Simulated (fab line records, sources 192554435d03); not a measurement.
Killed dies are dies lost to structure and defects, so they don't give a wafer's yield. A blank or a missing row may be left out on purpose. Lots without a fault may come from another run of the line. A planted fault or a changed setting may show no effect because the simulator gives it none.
fab line records | flow n5_finfet | part 1 of 2: steps 1 to 25 of 31
record lots=5 wafers=15 last_day=15
route steps=1938 shown FIN_SAQP@143 FIN_CUT@154
lots that met no fault: from a run of the same line without faults
start_h: hours from the record's first day to the start of the lot's first wafer shown | wait_h: hours since the lot's step before | " the same as in the row above | L1.1+2: a row that stands for several wafers | - no value, or no start given | * or withheld: withheld | < > ~ a bound
route shown NAME@n: a module of which the file shows steps, and the number in the route of the first | usual: mean/standard deviation of fault-free wafers | same: alike in all rows | chamber/n: place in a boat | sites: the reading at each site | _std_site: their standard deviation | _edge_site: outer sites' mean less inner sites' | radius_mm: how far each site lies from the wafer's centre | mask NAME#n: copy n | behind: the tool/chamber that last shaped the wafer | hold: why the lot was held/for how many hours/how that ended | device: the transistor (n, p or np) that didn't switch | end of line: the same wafers' tests at the end of the route | a step without rows: its recipe alone | killed: dies lost to structure and defects at the first sort, not the wafer's yield | map: a wafer's dies, x killed, . not, _ none there
set.NAME: the setting as run; set.NAME@STEP: as run at that earlier step | model.NAME: the simulator's own value behind a step, which no gauge read
lots at some steps of the route; a table a step, a row a wafer
services: from which hour (start_h, from the record's first day; less than 0 if before it) a tool's chamber was out of use, for how many hours, and why
## steps
# step N5_FIN_SAQP_ETCH_34
# recipe chemistry=C4F6/O2 target=SiO2 target_depth_a=450 time_s=15 ion_energy_ev=250 pressure_mtorr=30 source_w=345 bias_w=185 Ar_flow_sccm=300 C4F6_flow_sccm=10 O2_flow_sccm=10 ends=cleared
# usual drypump_motor_current_A=5.7/0.51 etch_rf_on_time_s=15.06/0.27 mfc_ar_sccm=300.1/0.79 oes_o_777_au=0.82/0.079 oes_product_au=0.70/0.068 rf_vpp_V=667/13 showerhead_plenum_p_Torr=2.87/0.079 throttle_valve_pct=20.99/0.29
# columns lot.wafer tool chamber start_h wait_h drypump_motor_current_A etch_rf_on_time_s mfc_ar_sccm oes_o_777_au oes_product_au rf_hours_counter_h rf_vpp_V showerhead_plenum_p_Torr throttle_valve_pct
L076.1 rie_diel-03 3 39.25 0.0 6.0 14.73 301.1 0.80 0.70 77 659 2.86 20.69
L076.4 " 0 " " 5.5 14.91 299.5 0.94 0.78 15 678 3.01 20.39
L076.6 " 2 " " 5.6 15.51 300.5 0.70 0.59 - 660 2.93 20.96
L078.1 rie_diel-03 0 53.09 0.0 5.5 14.93 299.1 0.92 0.78 22 679 3.00 20.39
L078.3 " 2 " " 5.6 15.51 300.2 0.68 0.57 253 660 2.92 20.98
L078.4 " 3 " " 6.0 14.74 300.9 0.79 0.69 - 659 2.86 20.68
L080.1 rie_diel-03 0 67.06 0.0 5.5 14.97 301.4 0.90 0.76 32 679 3.00 20.40
L080.3 " 2 " " 5.6 15.36 299.9 0.68 0.58 263 661 2.92 21.00
L080.4 " 2 " " 5.6 15.49 298.3 0.68 0.58 - 660 2.92 20.98
L081.1 rie_diel-02 3 73.53 0.0 5.4 15.06 300.8 0.80 0.68 107 661 2.97 21.04
L081.3 " 0 " " 5.4 15.51 299.9 0.73 0.65 116 662 2.87 21.20
L081.6 " 2 " " 5.1 15.35 298.8 0.71 0.59 - 639 2.80 21.59
L089.1 rie_diel-06 1 119.74 0.0 4.9 14.95 298.2 0.77 0.65 141 688 2.74 21.16
L089.4 " 0 " " 6.3 15.15 300.2 0.89 0.77 19 653 2.81 21.22
L089.6 " 2 " " 5.4 15.55 300.3 0.83 0.71 - 668 2.78 21.05
# step N5_FIN_SAQP_STRIP_77
# recipe chemistry=N2/H2 time_s=90 power_w=100 temp_c=40 pressure_mtorr=100 rf_frequency_hz=6e+07 bias_power_w=3 n2_flow_sccm=300 h2_flow_sccm=300
# usual drypump_motor_current_A=5.7/0.51 oes_product_au=0.82/0.081 rf_vpp_V=45.3/0.82 showerhead_plenum_p_Torr=3.40/0.1 throttle_valve_pct=12.07/0.27
# columns lot.wafer tool chamber start_h wait_h drypump_motor_current_A oes_product_au rf_hours_counter_h rf_vpp_V showerhead_plenum_p_Torr throttle_valve_pct
L076.1 rie_diel-03 3 39.27 0.0 6.0 0.82 77 45.9 3.41 11.99
L076.4 " 0 " " 5.5 0.94 15 44.9 3.58 11.51
L076.6 " 2 " " 5.6 0.69 - 45.6 3.45 12.19
L078.1 rie_diel-03 0 53.11 0.0 5.5 0.91 22 47.4 3.58 11.53
L078.3 " 2 " " 5.6 0.68 253 44.8 3.45 12.22
L078.4 " 3 " " 6.0 0.81 - 43.4 3.40 12.01
L080.1 rie_diel-03 0 67.08 0.0 5.5 0.89 32 46.4 3.58 11.55
L080.3 " 2 " " 5.6 0.68 263 45.6 3.44 12.22
L080.4 " 2 " " 5.6 0.67 - 45.8 3.44 12.23
L081.1 rie_diel-02 3 73.55 0.0 5.4 0.81 107 44.9 3.54 12.13
L081.3 " 0 " " 5.4 0.76 116 45.1 3.39 12.31
L081.6 " 2 " " 5.1 0.68 - 45.8 3.33 12.87
L089.1 rie_diel-06 1 119.76 0.0 4.9 0.77 141 45.6 3.23 12.23
L089.4 " 0 " " 6.3 0.91 19 44.3 3.31 11.99
L089.6 " 2 " " 5.4 0.84 - 45.4 3.28 11.97
# step N5_FIN_SAQP_HM_CD_35
# recipe target_cd_nm=8 polarity=line
# usual cd_nm=8.11/0.22
# columns lot.wafer tool chamber start_h wait_h cd_nm
L076.1 cd_sem-03 - 39.40 0.1 8.47
L076.4 " - " " 8.43
L076.6 " - " " 8.10
L078.1 cd_sem-02 - 53.23 0.1 8.21
L078.3 " - " " 8.33
L078.4 " - " " 8.02
L080.1 cd_sem-02 - 67.20 0.1 8.10
L080.3 " - " " 8.25
L080.4 " - " " 7.63
L081.1 cd_sem-02 - 73.68 0.1 8.01
L081.3 " - " " 8.07
L081.6 " - " " 8.02
L089.1 cd_sem-03 - 119.88 0.1 8.08
L089.4 " - " " 8.07
L089.6 " - " " 8.39
# step N5_FIN_SAQP_ETCH_64
# recipe chemistry=CF4 target=SiO2 target_depth_a=15 ion_energy_ev=350 pressure_mtorr=10 icp_w=800 bias_w=400 cf4_flow_sccm=80
# usual drypump_motor_current_A=5.6/0.35 oes_product_au=1.001/0.019 throttle_valve_pct=21.74/0.21
# columns lot.wafer tool chamber start_h wait_h drypump_motor_current_A oes_product_au rf_hours_counter_h throttle_valve_pct
L076.1 rie_si-06 1 39.44 0.0 5.4 1.005 187 21.65
L076.4 " 2 " " 5.6 1.001 54 21.48
L076.6 " 1 " " 5.4 1.005 - 21.62
L078.1 rie_si-04 1 53.28 0.0 4.9 1.037 3 21.53
L078.3 " 3 " " 5.6 0.994 66 21.66
L078.4 " 0 " " 6.1 0.992 162 22.11
L080.1 rie_si-02 1 67.25 0.0 5.1 1.006 197 21.68
L080.3 " 2 " " 5.8 0.979 76 21.84
L080.4 " 3 " " 5.2 0.993 47 22.08
L081.1 rie_si-06 2 73.73 0.0 5.6 1.002 55 21.48
L081.3 " 0 " " 5.4 0.980 60 21.49
L081.6 " 2 " " 5.6 1.000 - 21.47
L089.1 rie_si-02 2 119.93 0.0 5.8 0.972 77 21.86
L089.4 " 0 " " 5.8 1.023 - 21.63
L089.6 " 2 " " 5.8 0.977 - 21.85
# step N5_FIN_SAQP_FIN_ETCH_36
# recipe chemistry=HBr/Cl2/O2 target_depth_a=1200 mask_material=SiNx time_s=50.4 bias_w=102 pressure_mtorr=10 icp_w=800 HBr_flow_sccm=150 Cl2_flow_sccm=80 O2_flow_sccm=12
# usual drypump_motor_current_A=5.6/0.35 oes_o_777_au=1.00/0.05 oes_product_au=1.001/0.017 throttle_valve_pct=36.0/0.31
# columns lot.wafer tool chamber start_h wait_h drypump_motor_current_A oes_o_777_au oes_product_au rf_hours_counter_h throttle_valve_pct
L076.1 rie_si-06 1 39.46 0.0 5.4 1.01 1.009 187 36.0
L076.4 " 2 " " 5.7 1.04 1.013 54 35.6
L076.6 " 1 " " 5.4 1.01 1.012 - 36.0
L078.1 rie_si-04 1 53.30 0.0 4.9 1.07 1.034 3 35.7
L078.3 " 3 " " 5.6 0.91 1.001 66 35.8
L078.4 " 0 " " 6.1 1.03 0.982 162 36.7
L080.1 rie_si-02 1 67.27 0.0 5.1 1.04 0.995 197 35.9
L080.3 " 2 " " 5.9 0.96 0.977 76 36.4
L080.4 " 3 " " 5.3 0.97 1.004 47 36.3
L081.1 rie_si-06 2 73.75 0.0 5.7 1.03 1.007 55 35.6
L081.3 " 0 " " 5.5 0.95 0.997 60 35.7
L081.6 " 2 " " 5.6 1.04 1.002 - 35.6
L089.1 rie_si-02 2 119.95 0.0 5.8 0.96 0.972 77 36.4
L089.4 " 0 " " 5.8 1.07 1.022 - 36.1
L089.6 " 2 " " 5.9 0.97 0.970 - 36.4
# step N5_FIN_SAQP_CD_MEAS_37
# recipe target_cd_nm=8 polarity=line
# usual cd_nm=8.10/0.26
# columns lot.wafer tool chamber start_h wait_h cd_nm
L076.1 cd_sem-01 - 39.58 0.1 8.06
L076.4 " - " " 8.68
L076.6 " - " " 8.01
L078.1 cd_sem-02 - 53.42 0.1 8.16
L078.3 " - " " 8.05
L078.4 " - " " 7.70
L080.1 cd_sem-02 - 67.39 0.1 8.43
L080.3 " - " " 7.94
L080.4 " - " " 7.76
L081.1 cd_sem-01 - 73.87 0.1 7.97
L081.3 " - " " 8.04
L081.6 " - " " 7.70
L089.1 cd_sem-03 - 120.07 0.1 7.95
L089.4 " - " " 8.29
L089.6 " - " " 8.04
# step N5_FIN_SAQP_PRECLEAN_38
# recipe chemistry=O3/DIW time_s=45 temp_c=22 o3_ppm=10
# usual o3_ppm=9.99/0.099
# columns lot.wafer tool chamber start_h wait_h o3_ppm
L076.1 wet_bench-04 3 39.63 0.0 9.89
L076.4 " 5 " " 10.07
L076.6 " 6 " " 9.92
L078.1 wet_bench-04 0 53.46 0.0 9.95
L078.3 " 4 " " 10.01
L078.4 " 3 " " 9.91
L080.1 wet_bench-04 2 67.43 0.0 10.15
L080.3 " 7 " " 9.82
L080.4 " 4 " " 10.04
L081.1 wet_bench-05 1 73.91 0.0 10.12
L081.3 " 2 " " 9.86
L081.6 " 6 " " 9.90
L089.1 wet_bench-04 1 120.11 0.0 9.98
L089.4 " 6 " " 9.98
L089.6 " 2 " " 9.95
# step N5_FIN_SAQP_PRECLEAN_45
# recipe chemistry=dHF time_s=10 dilution=500:1 temp_c=25
# columns lot.wafer tool chamber start_h wait_h
L076.1+4+6 wet_bench-04 3,5,6 39.64 0.0
L078.1+3+4 wet_bench-04 0,4,3 53.48 0.0
L080.1+3+4 wet_bench-04 2,7,4 67.45 0.0
L081.1+3+6 wet_bench-05 1,2,6 73.93 0.0
L089.1+4+6 wet_bench-04 1,6,2 120.13 0.0
# step N5_FIN_SAQP_SRD_39
# recipe dry=ipa_marangoni time_s=30 temp_c=23 rinse_liquid=diw
# columns lot.wafer tool chamber start_h wait_h
L076.1+4+6 wet_bench-04 3,5,6 39.64 0.0
L078.1+3+4 wet_bench-04 0,4,3 53.48 0.0
L080.1+3+4 wet_bench-04 2,7,4 67.45 0.0
L081.1+3+6 wet_bench-05 1,2,6 73.93 0.0
L089.1+4+6 wet_bench-04 1,6,2 120.13 0.0
# step N5_FIN_SAQP_OCD_MEAS_76
# usual trench_depth_nm=120.5/1.5
# columns lot.wafer tool chamber start_h wait_h trench_depth_nm
L076.1 ocd-02 - 39.68 0.0 120.2
L076.4 " - " " 123.0
L076.6 " - " " 120.4
L078.1 ocd-02 - 53.53 0.0 122.1
L078.3 " - " " 119.1
L078.4 " - " " 119.1
L080.1 ocd-02 - 67.49 0.0 122.5
L080.3 " - " " 120.9
L080.4 " - " " 121.8
L081.1 ocd-02 - 73.97 0.0 120.9
L081.3 " - " " 120.5
L081.6 " - " " 121.1
L089.1 ocd-02 - 120.17 0.0 119.1
L089.4 " - " " 120.5
L089.6 " - " " 120.1
# step N5_FIN_SAQP_INSPECT_40
# recipe inspect_instrument=brightfield mode=aei
# usual raw_defect_count=213/62
# columns lot.wafer tool chamber start_h wait_h raw_defect_count
L076.1 defect_inspect-01 - 39.71 0.0 191
L076.4 " - " " 111
L076.6 " - " " 158
L078.1 defect_inspect-02 - 53.56 0.0 293
L078.3 " - " " 323
L078.4 " - " " 211
L080.1 defect_inspect-01 - 67.52 0.0 173
L080.3 " - " " 172
L080.4 " - " " 184
L081.1 defect_inspect-02 - 74.00 0.0 210
L081.3 " - " " 271
L081.6 " - " " 177
L089.1 defect_inspect-02 - 120.20 0.0 233
L089.4 " - " " 240
L089.6 " - " " 292
# step N5_FIN_CUT_COAT_18
# recipe resist=SOC temp_c=250 time_s=60 spin_rpm=1500 resist_thk_nm=230
# columns lot.wafer tool chamber start_h wait_h
L076.1+4+6 litho_track-01 0 39.75 0.0
L078.1+3+4 litho_track-01 0 53.59 0.0
L080.1+3+4 litho_track-04 0 67.55 0.0
L081.1+3+6 litho_track-01 0 74.03 0.0
L089.1+4+6 litho_track-02 0 120.23 0.0
# step N5_FIN_CUT_COAT_19
# recipe resist=SiARC temp_c=220 time_s=60 spin_rpm=1500 resist_thk_nm=20
# columns lot.wafer tool chamber start_h wait_h
L076.1+4+6 litho_track-01 0 - -
L078.1+3+4 litho_track-01 0 - -
L080.1+3+4 litho_track-04 0 - -
L081.1+3+6 litho_track-01 0 - -
L089.1+4+6 litho_track-02 0 - -
# step N5_FIN_CUT_COAT_29
# recipe resist=underlayer temp_c=205 time_s=60 spin_rpm=1500 resist_thk_nm=10
# columns lot.wafer tool chamber start_h wait_h
L076.1+4+6 litho_track-01 0 - -
L078.1+3+4 litho_track-01 0 - -
L080.1+3+4 litho_track-04 0 - -
L081.1+3+6 litho_track-01 0 - -
L089.1+4+6 litho_track-02 0 - -
# step N5_FIN_CUT_COAT_02
# recipe resist=CAR-EUV spin_rpm=1500 resist_thk_nm=30
# columns lot.wafer tool chamber start_h wait_h
L076.1+4+6 litho_track-01 0 - -
L078.1+3+4 litho_track-01 0 - -
L080.1+3+4 litho_track-04 0 - -
L081.1+3+6 litho_track-01 0 - -
L089.1+4+6 litho_track-02 0 - -
# step N5_FIN_CUT_EBR_04
# recipe solvent=PGMEA ebr_width_mm=1.5
# columns lot.wafer tool chamber start_h wait_h
L076.1+4+6 litho_track-01 0 - -
L078.1+3+4 litho_track-01 0 - -
L080.1+3+4 litho_track-04 0 - -
L081.1+3+6 litho_track-01 0 - -
L089.1+4+6 litho_track-02 0 - -
# step N5_FIN_CUT_SOFTBAKE_03
# recipe temp_c=110 time_s=60 resist=CAR-EUV
# columns lot.wafer tool chamber start_h wait_h
L076.1+4+6 litho_track-01 0 - -
L078.1+3+4 litho_track-01 0 - -
L080.1+3+4 litho_track-04 0 - -
L081.1+3+6 litho_track-01 0 - -
L089.1+4+6 litho_track-02 0 - -
# step N5_FIN_CUT_EXPOSE_05
# recipe mask_id=FIN_CUT na=0.33 source_shape=annular sigma_inner=0.35 sigma_outer=0.8 polarization=unpolarized dose_mj=45.75
# same sigma_inner=0.35
# columns lot.wafer tool chamber start_h wait_h mask
L076.1+4+6 euv_scanner-01 0 40.01 - FIN_CUT#0
L078.1+3+4 euv_scanner-01 0 53.85 - FIN_CUT#0
L080.1+3+4 euv_scanner-02 0 67.69 - FIN_CUT#0
L081.1+3+6 euv_scanner-02 0 74.17 - FIN_CUT#0
L089.1+4+6 euv_scanner-02 0 120.37 - FIN_CUT#0
# step N5_FIN_CUT_PEB_06
# recipe peb_temp_c=100 peb_time_s=60 resist=CAR-EUV
# columns lot.wafer tool chamber start_h wait_h
L076.1+4+6 litho_track-02 0 40.08 0.1
L078.1+3+4 litho_track-02 0 53.92 0.1
L080.1+3+4 litho_track-04 0 67.76 0.1
L081.1+3+6 litho_track-02 0 74.24 0.1
L089.1+4+6 litho_track-01 0 120.44 0.1
# step N5_FIN_CUT_DEVELOP_07
# recipe develop_time_s=30 developer=TMAH resist=CAR-EUV rinse_liquid=surfactant_rinse dry=air_spin dev_temp_c=23
# columns lot.wafer tool chamber start_h wait_h
L076.1+4+6 litho_track-02 0 - -
L078.1+3+4 litho_track-02 0 - -
L080.1+3+4 litho_track-04 0 - -
L081.1+3+6 litho_track-02 0 - -
L089.1+4+6 litho_track-01 0 - -
# step N5_FIN_CUT_CD_MEAS_08
# recipe target_cd_nm=29.1 landing_energy_ev=500 detector=se_inlens polarity=opening
# usual cd_nm=29.08/0.28
# columns lot.wafer tool chamber start_h wait_h cd_nm
L076.1 cd_sem-02 0 40.15 - 28.91
L076.4 " 0 " " 28.92
L076.6 " 0 " " 28.83
L078.1 cd_sem-02 0 53.98 - 29.27
L078.3 " 0 " " 28.61
L078.4 " 0 " " 28.65
L080.1 cd_sem-02 0 67.82 - 29.32
L080.3 " 0 " " 29.30
L080.4 " 0 " " 29.26
L081.1 cd_sem-01 0 74.31 - 29.07
L081.3 " 0 " " 29.03
L081.6 " 0 " " 28.93
L089.1 cd_sem-03 0 120.51 - 29.34
L089.4 " 0 " " 29.50
L089.6 " 0 " " 28.79
# step N5_FIN_CUT_OVL_MEAS_09
# recipe points_per_wafer=522
# usual FIN_CUT_OVL=0.6/0.64
# columns lot.wafer tool chamber start_h wait_h FIN_CUT_OVL[nm]
L076.1 overlay-02 0 40.18 0.0 0.0
L076.4 " 0 " " 1.9
L076.6 " 0 " " 1.1
L078.1 overlay-01 0 54.01 0.0 -0.5
L078.3 " 0 " " -0.1
L078.4 " 0 " " 0.0
L080.1 overlay-02 0 67.85 0.0 0.2
L080.3 " 0 " " -0.3
L080.4 " 0 " " 1.1
L081.1 overlay-01 0 74.34 0.0 0.4
L081.3 " 0 " " 0.4
L081.6 " 0 " " 1.2
L089.1 overlay-01 0 120.54 0.0 0.2
L089.4 " 0 " " 0.8
L089.6 " 0 " " 0.9
# step N5_FIN_CUT_INSPECT_10
# recipe mode=adi inspect_instrument=brightfield
# usual raw_defect_count=40/11
# columns lot.wafer tool chamber start_h wait_h raw_defect_count
L076.1 defect_inspect-01 - 40.23 0.1 30
L076.4 " - " " 23
L076.6 " - " " 34
L078.1 defect_inspect-02 - 54.07 0.1 47
L078.3 " - " " 53
L078.4 " - " " 32
L080.1 defect_inspect-02 - 67.91 0.1 25
L080.3 " - " " 30
L080.4 " - " " 42
L081.1 defect_inspect-02 - 74.40 0.1 44
L081.3 " - " " 51
L081.6 " - " " 42
L089.1 defect_inspect-02 - 120.60 0.1 49
L089.4 " - " " 44
L089.6 " - " " 53
# step N5_FIN_CUT_DESCUM_13
# recipe chemistry=O2 time_s=7 source_power_w=50 bias_power_w=20 pressure_mtorr=20 rf_frequency_hz=2.712e+07 temp_c=40 resist=CAR-EUV o2_flow_sccm=225
# usual drypump_motor_current_A=5.7/0.33 oes_product_au=0.76/0.075 rf_vpp_V=243.4/1.1 showerhead_plenum_p_Torr=2.11/0.054 throttle_valve_pct=20.44/0.21
# columns lot.wafer tool chamber start_h wait_h drypump_motor_current_A oes_product_au rf_hours_counter_h rf_vpp_V showerhead_plenum_p_Torr throttle_valve_pct
L076.1 rie_diel-01 3 40.27 0.0 5.6 0.78 102 241.9 2.02 20.23
L076.4 " 0 " " 5.3 0.87 26 243.1 2.13 20.31
L076.6 " 2 " " 5.4 0.71 - 243.2 2.08 20.85
L078.1 rie_diel-04 0 54.11 0.0 5.7 0.73 206 244.5 2.16 20.49
L078.3 " 1 " " 6.3 0.72 185 243.5 2.17 20.57
L078.4 " 2 " " 6.2 0.68 244 241.5 2.07 20.38
L080.1 rie_diel-05 1 67.95 0.0 5.2 0.79 108 244.6 2.12 20.18
L080.3 " 3 " " 5.6 0.71 178 242.1 2.10 20.51
L080.4 " 0 " " 5.4 0.67 248 242.5 1.98 20.78
L081.1 rie_diel-04 1 74.47 0.1 6.3 0.72 191 244.1 2.16 20.57
L081.3 " 0 " " 5.6 0.72 211 243.8 2.16 20.50
L081.6 " 0 " " 5.6 0.73 - 244.8 2.16 20.52
L089.1 rie_diel-01 3 120.72 0.1 5.6 0.75 125 243.1 2.01 20.26
L089.4 " 2 " " 5.4 0.70 225 242.2 2.07 20.87
L089.6 " 1 " " 5.5 0.75 - 241.9 2.09 20.38
# step N5_FIN_CUT_ETCH_30
# recipe chemistry=N2/H2 target=underlayer target_depth_a=130 mask_material=CAR-EUV time_s=10.4 ion_energy_ev=200 pressure_mtorr=30 source_w=840 bias_w=150 n2_flow_sccm=200 h2_flow_sccm=200 ends=cleared
# usual drypump_motor_current_A=5.7/0.33 etch_rf_on_time_s=10.47/0.25 oes_product_au=0.65/0.066 rf_vpp_V=524.4/2 showerhead_plenum_p_Torr=2.56/0.067 throttle_valve_pct=17.85/0.23
# columns lot.wafer tool chamber start_h wait_h drypump_motor_current_A etch_rf_on_time_s oes_product_au rf_hours_counter_h rf_vpp_V showerhead_plenum_p_Torr throttle_valve_pct
L076.1 rie_diel-01 3 40.30 0.0 5.7 10.52 0.66 102 520.0 2.46 17.65
L076.4 " 0 " " 5.3 10.35 0.76 26 525.4 2.58 17.60
L076.6 " 2 " " 5.4 10.59 0.61 - 522.6 2.53 18.27
L078.1 rie_diel-04 0 54.14 0.0 5.7 10.61 0.61 206 525.2 2.64 18.00
L078.3 " 1 " " 6.3 10.21 0.62 185 526.8 2.62 17.92
L078.4 " 2 " " 6.2 10.45 0.59 244 522.6 2.51 17.80
L080.1 rie_diel-05 1 67.98 0.0 5.3 10.18 0.68 108 523.3 2.56 17.57
L080.3 " 3 " " 5.6 10.97 0.59 178 523.4 2.53 17.79
L080.4 " 0 " " 5.4 10.45 0.57 248 520.6 2.40 18.13
L081.1 rie_diel-04 1 74.50 0.0 6.3 10.22 0.62 191 525.0 2.62 17.92
L081.3 " 0 " " 5.6 10.66 0.62 211 525.3 2.64 18.00
L081.6 " 0 " " 5.6 10.59 0.61 - 526.5 2.64 18.01
L089.1 rie_diel-01 3 120.76 0.0 5.7 10.36 0.65 125 520.4 2.45 17.70
L089.4 " 2 " " 5.4 10.56 0.59 225 522.1 2.51 18.31
L089.6 " 1 " " 5.5 10.22 0.65 - 523.5 2.54 17.76
